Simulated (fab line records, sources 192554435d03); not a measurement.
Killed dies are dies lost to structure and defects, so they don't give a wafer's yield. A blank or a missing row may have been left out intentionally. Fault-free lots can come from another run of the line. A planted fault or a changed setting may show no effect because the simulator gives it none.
fab line records ; flow n5_finfet
record: lots: 4; wafers: 12; last_day: 18
route steps=1938 shown ILD0@335 SDB@347
lots untouched by any fault: they come from a run of this same line in which no faults occurred
start_h: start of the lot's first displayed wafer, in hours after the record's first day ; wait_h: hours since the lot's step before ; " as in the row above ; L1.1+2: a single row standing in for several wafers ; - no value, or no start was given ; * or withheld: withheld ; < > ~ a bound
route shown NAME@n: NAME is a module with steps in the file, n the number in the route of the first one ; usual: mean/standard deviation taken from wafers without a fault ; same: alike in all rows ; chamber/n: place in a boat ; sites: per-site readings ; _std_site: their standard deviation ; _edge_site: outer sites' mean less inner sites' ; radius_mm: for every site, how far away it sits from the centre of the wafer ; mask NAME#n: copy n ; behind: the tool/chamber that last shaped the wafer ; hold: why the lot was held/for how many hours/how that ended ; device: names the non-switching transistor (n, p or np) ; end of line: at the end of the route, the tests of the same wafers ; a step given without rows: its recipe and nothing more ; killed: the dies lost at the first sort to structure and to defects; this is not the yield of the wafer ; map: dies across one wafer; x = killed, . = not, _ = none there
set.NAME: the setting the step ran with; set.NAME@STEP: the setting that earlier step ran with ; model.NAME: the simulator's own value behind a step, which no gauge read
lots seen at some steps along the route; tables by step, rows by wafer
services: when a tool's chamber went out of use (start_h, in hours from the record's first day, below 0 if earlier), for how many hours, and the reason
== steps ==
step: N5_ILD0_LINER_00
recipe: material: SiNx; target_thk_a: 40; temp_c: 400; ald_precursor_family: SiH2I2; ald_co_reactant: N2/H2-plasma; pulse_time_s: 1; purge_time_s: 2; co_reactant_purge_time_s: 2; ald_cycles: 80; pressure_torr: 2
step: N5_ILD0_FCVD_FILL_01
recipe: material: SiO2_flowable; target_thk_a: 2000; temp_c: 100; pressure_torr: 0.8; rf_w: 2000; time_s: 328.3
step: N5_ILD0_CURE_02
recipe: temp_c: 450; time_s: 1800; ambient: steam; idle_temp_c: 400; ramp_up_c_per_min: 5; ramp_down_c_per_min: 3; densification_p_h2o_torr: 640
step: N5_ILD0_CMP_03
recipe: stop_on: SiNx; t_overpolish_s: 1.9; post_cmp_clean: alkaline_brush; down_force_psi: 4.1491; platen_rpm: 51.796; pad_velocity_m_s: 1.0306; target_thk_nm: 197.38
step: N5_ILD0_CMP_07
recipe: stop_on: poly-Si; material: SiO2_flowable; t_overpolish_s: 1.18; post_cmp_clean: alkaline_brush; down_force_psi: 4.1491; platen_rpm: 51.796; pad_velocity_m_s: 1.0306; target_thk_nm: 138.88
step: N5_ILD0_PRECLEAN_10
recipe: chemistry: NF3:NH3; afs_cycles: 5; time_s: 20; temp_c: 30; sublimation_temp_c: 180; sublimation_time_s: 60; pressure_torr: 3; rf_power_w: 30
step: N5_ILD0_ALD_15
recipe: material: SiNx; target_thk_a: 240; temp_c: 400; ald_precursor_family: SiH2I2; ald_co_reactant: N2/H2-plasma; pulse_time_s: 1; ald_cycles: 480; purge_time_s: 2; co_reactant_purge_time_s: 2; pressure_torr: 2
step: N5_ILD0_CMP_12
recipe: stop_on: poly-Si; material: SiNx; t_overpolish_s: 6; post_cmp_clean: alkaline_brush; down_force_psi: 2.5; platen_rpm: 51.8; pad_velocity_m_s: 1.0307; target_thk_nm: 17.67
step: N5_SDB_HM_DEP_00
recipe: material: SiNx; target_thk_a: 400; temp_c: 400; precursor: SiH4/NH3/N2; pressure_torr: 1.5; rf_w: 300; time_s: 35.3
usual: heater_power_w: 733/60; rf_fwd_power_W: 297.8/1.2; showerhead_plenum_p_Torr: 5.14/0.047; showerhead_vpp_V: 1062/49; throttle_valve_pct: 40.1/2.7
lot.wafer;tool;chamber;start_h;wait_h;heater_power_w;rf_fwd_power_W;showerhead_plenum_p_Torr;showerhead_vpp_V;throttle_valve_pct;model.SiNx_of_SDB_HM_DEP_00.thk_nm
L540.2;pecvd-01;0;65.74;0.0;761;298.3;5.10;1056;39.8;40.6
L540.3;pecvd-01;1;65.74;0.0;712;298.7;5.10;1030;45.8;40
L540.5;pecvd-01;1;65.74;0.0;716;298.5;5.09;1059;46.1;40.8
L555.1;pecvd-01;2;157.88;0.0;651;-;5.20;1104;37.4;31
L555.2;pecvd-01;0;157.88;0.0;725;298.4;5.12;1093;40.1;39.6
L555.5;pecvd-01;2;157.88;0.0;668;297.9;5.20;1102;37.5;40.2
L556.2;pecvd-01;0;162.90;0.0;751;296.9;5.11;1068;40.4;39.6
L556.3;pecvd-01;1;162.90;0.0;803;-;5.10;1064;45.9;31
L556.4;pecvd-01;1;162.90;0.0;789;-;5.11;1046;45.8;32
L560.1;pecvd-04;1;185.66;0.0;740;298.2;5.15;1103;37.8;39.6
L560.3;pecvd-04;2;185.66;0.0;871;297.9;5.09;953;40.8;39.4
L560.6;pecvd-04;1;185.66;0.0;736;297.9;5.13;1099;37.9;40
step: N5_SDB_COAT_03
recipe: resist: SOC; temp_c: 250; time_s: 60; spin_rpm: 1500; resist_thk_nm: 100
step: N5_SDB_COAT_04
recipe: resist: SiARC; temp_c: 220; time_s: 60; spin_rpm: 1500; resist_thk_nm: 18
step: N5_SDB_COAT_05
recipe: resist: CAR-ArF; spin_rpm: 1500; resist_thk_nm: 90
step: N5_SDB_EBR_07
recipe: solvent: PGMEA; ebr_width_mm: 1.5
step: N5_SDB_SOFTBAKE_06
recipe: temp_c: 110; time_s: 60; resist: CAR-ArF
step: N5_SDB_EXPOSE_08
recipe: mask_id: SDB; na: 1.35; source_shape: conventional; sigma_outer: 0.5; polarization: unpolarized; dose_mj: 49.6
step: N5_SDB_PEB_09
recipe: peb_temp_c: withheld; peb_time_s: 60; resist: CAR-ArF
step: N5_SDB_DEVELOP_10
recipe: develop_time_s: 30; developer: TMAH; resist: CAR-ArF; rinse_liquid: diw; dry: air_spin; dev_temp_c: 23
step: N5_SDB_DESCUM_16
recipe: chemistry: O2; time_s: 7.9; source_power_w: 50; bias_power_w: 20; pressure_mtorr: 20; rf_frequency_hz: 2.712e+07; temp_c: 40; resist: CAR-ArF; o2_flow_sccm: 225
step: N5_SDB_ETCH_17
recipe: chemistry: CF4; target: SiARC; target_depth_a: 234; mask_material: CAR-ArF; time_s: 39; ion_energy_ev: 80; pressure_mtorr: 40; source_w: 545; bias_w: 36; Ar_flow_sccm: 100; cf4_flow_sccm: 100; ends: cleared
step: N5_SDB_ETCH_18
recipe: chemistry: N2/H2; target: SOC; target_depth_a: 1000; overetch_a: 200; mask_material: SiARC; temp_c: 40; time_s: 150; ion_energy_ev: 200; pressure_mtorr: 30; source_w: 840; bias_w: 150; n2_flow_sccm: 200; h2_flow_sccm: 200
step: N5_SDB_STRIP_19
recipe: chemistry: N2/H2; temp_c: 40; n2_flow_sccm: 200; h2_flow_sccm: 200; rf_frequency_hz: 6e+07
step: N5_SDB_STRIP_21
recipe: chemistry: CF4; resist: SiARC; power_w: 300; bias_power_w: 75; pressure_mtorr: 50; cf4_flow_sccm: 150; rf_frequency_hz: 6e+07
step: N5_SDB_HM_OPEN_20
recipe: chemistry: CH3F/O2; target: SiNx; mask_material: SOC; target_depth_a: 240; stop_on: poly-Si; over_etch_frac: 0.4; ion_energy_ev: 120; pressure_mtorr: 30; source_w: 395; bias_w: 73; Ar_flow_sccm: 150; CH3F_flow_sccm: 30; O2_flow_sccm: 20
usual: drypump_motor_current_A: 5.6/0.49; oes_o_777_au: 0.83/0.088; oes_product_au: 0.68/0.073; rf_fwd_power_W: 391.7/1.4; rf_vpp_V: 298/3.5; showerhead_plenum_p_Torr: 2.02/0.083; throttle_valve_pct: 16.26/0.2
lot.wafer;tool;chamber;start_h;wait_h;drypump_motor_current_A;oes_o_777_au;oes_product_au;rf_fwd_power_W;rf_hours_counter_h;rf_vpp_V;showerhead_plenum_p_Torr;throttle_valve_pct;model.etch.depth_nm
L540.2;rie_diel-01;3;66.50;0.0;6.3;0.70;0.57;391.2;250;295;1.97;16.70;24.61
L540.3;rie_diel-01;2;66.50;0.0;5.3;0.69;0.58;391.0;243;296;1.89;16.56;24.08
L540.5;rie_diel-01;0;66.50;0.0;5.7;0.83;0.71;392.7;-;300;2.03;16.14;24.8
L555.1;rie_diel-04;3;158.74;0.0;6.0;0.70;0.46;394.8;243;293;1.89;16.66;14.99
L555.2;rie_diel-04;2;158.74;0.0;6.1;0.82;0.66;393.1;83;296;2.02;16.10;23.55
L555.5;rie_diel-04;0;158.74;0.0;5.3;0.88;0.74;390.3;-;305;1.96;16.15;24.23
L556.2;rie_diel-03;1;163.67;0.0;6.5;0.85;0.71;392.0;50;301;2.12;16.24;23.65
L556.3;rie_diel-03;3;163.67;0.0;4.9;0.73;0.47;391.8;204;300;2.07;16.63;15.07
L556.4;rie_diel-03;0;163.67;0.0;5.5;0.68;0.46;389.6;250;296;1.96;16.37;16.03
L560.1;rie_diel-03;1;186.54;0.0;6.5;0.83;0.69;393.8;63;302;2.12;16.26;23.63
L560.3;rie_diel-03;2;186.54;0.0;5.3;0.71;0.58;394.2;-;295;1.91;16.51;23.38
L560.6;rie_diel-03;1;186.54;0.0;6.4;0.84;0.70;393.0;-;302;2.11;16.26;23.97
step: N5_SDB_STRIP_22
recipe: chemistry: N2/H2; power_w: 1000; temp_c: 250; h2_frac: 0.65; overash_fraction: 0.3; pressure_mtorr: withheld; n2_flow_sccm: 1750; h2_flow_sccm: 3250
step: N5_SDB_PRECLEAN_23
recipe: chemistry: dHF; time_s: 30; temp_c: 25; dilution: withheld
step: N5_SDB_DUMMY_REMOVE_24
recipe: chemistry: TMAH; temp_c: 70; target: poly-Si; stop_on: SiO2; target_depth_nm: 142; conc_wt_pct: 5; time_s: 57; dry: ipa_marangoni; rinse_time_s: 30; rinse_temp_c: 23
step: N5_SDB_ETCH_25
recipe: chemistry: C4F6/O2; target: SiO2; target_depth_a: 100; time_s: 3.3; ion_energy_ev: 250; mask_material: SiNx; pressure_mtorr: 30; source_w: 345; bias_w: 185; Ar_flow_sccm: 300; C4F6_flow_sccm: 10; O2_flow_sccm: 10
step: N5_SDB_CUT_ETCH_26
recipe: chemistry: HBr/Cl2/O2; target: Si; target_depth_a: 1296; bt_time_s: 20; mask_material: SiNx; time_s: 51.8; ion_energy_ev: *; bias_w: *; pressure_mtorr: 10; icp_w: 800; HBr_flow_sccm: 150; Cl2_flow_sccm: 80; O2_flow_sccm: 12
step: N5_SDB_PRECLEAN_38
recipe: chemistry: dHF; time_s: 10; dilution: 750:1; temp_c: 25
lot.wafer;tool;chamber;start_h;wait_h;model.SiNx_of_SDB_HM_DEP_00.thk_nm
L540.2;wet_bench-06;1;67.00;0.1;23
L540.3;wet_bench-06;2;67.00;0.1;22.4
L540.5;wet_bench-06;0;67.00;0.1;22.6
L555.1;wet_bench-03;3;159.24;0.1;12.8
L555.2;wet_bench-03;5;159.24;0.1;21.2
L555.5;wet_bench-03;4;159.24;0.1;21.8
L556.2;wet_bench-06;2;164.17;0.1;21.8
L556.3;wet_bench-06;6;164.17;0.1;13.2
L556.4;wet_bench-06;3;164.17;0.1;14.2
L560.1;wet_bench-06;6;187.08;0.1;21.8
L560.3;wet_bench-06;7;187.08;0.1;21.2
L560.6;wet_bench-06;2;187.08;0.1;22
step: N5_SDB_PRECLEAN_39
recipe: chemistry: O3/DIW; time_s: 45; temp_c: 22; o3_ppm: 10
== services ==
tool;chamber;start_h;hours;kind
rie_diel-01;1;42.66;-;clean
rie_diel-01;1;42.66;-;consumable_replace:focus_ring
rie_diel-01;1;42.66;-;consumable_replace:showerhead
rie_diel-01;1;42.66;22.2;scheduled_down
rie_diel-01;1;42.66;22.2;vent_cycle
pecvd-04;1;48.46;5.0;repair
rie_diel-01;3;67.95;-;clean
rie_diel-01;3;67.95;-;consumable_replace:focus_ring
rie_diel-01;3;67.95;17.7;scheduled_down
rie_diel-01;3;67.95;17.7;vent_cycle
pecvd-04;1;72.43;2.1;scheduled_down
pecvd-01;2;87.25;2.8;repair
rie_diel-04;3;103.26;4.3;repair
pecvd-01;2;110.55;7.9;repair
wet_bench-06;-;115.37;2.7;repair
rie_diel-01;-;129.43;10.9;repair
rie_diel-04;3;138.33;9.4;repair
rie_diel-01;2;143.52;8.2;repair
pecvd-01;1;155.91;5.5;scheduled_down
rie_diel-03;0;165.44;-;clean
rie_diel-03;0;165.44;-;consumable_replace:focus_ring
rie_diel-03;0;165.44;20.8;scheduled_down
rie_diel-03;0;165.44;20.8;vent_cycle
pecvd-01;2;172.57;2.1;scheduled_down
== key ==
first_sign none at tools or gauges
model_effect: step: N5_SDB_HM_DEP_00; value: SiNx_of_SDB_HM_DEP_00.thk_nm; without: 39.87; struck: 31.33
model_effect: step: N5_SDB_HM_OPEN_20; value: etch.depth_nm; without: 23.91; struck: 15.36
model_effect: step: N5_SDB_PRECLEAN_38; value: SiNx_of_SDB_HM_DEP_00.thk_nm; without: 21.87; struck: 13.4
met_at N5_SDB_HM_DEP_00
struck_wafers L555.1,L556.3,L556.4
tester_left_out L555,L556
onset_between 65.74 157.88
fault: kind: process_parameter_drift; tool: pecvd-01; chamber: -; onset_h: 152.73; steps: N5_SDB_HM_DEP_00; channel: time_s; offset: *; shape: step; end_h: 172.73; scope: struck_wafers_only; acts_in: *; stated: *
tester_left_out: of these lots the tester's yield and bins aren't shown, on N5 and GAA mostly nor the transistor test; their killed dies are dies lost to structure and defects alone, not to doping, threshold or leakage, so they don't give the yield
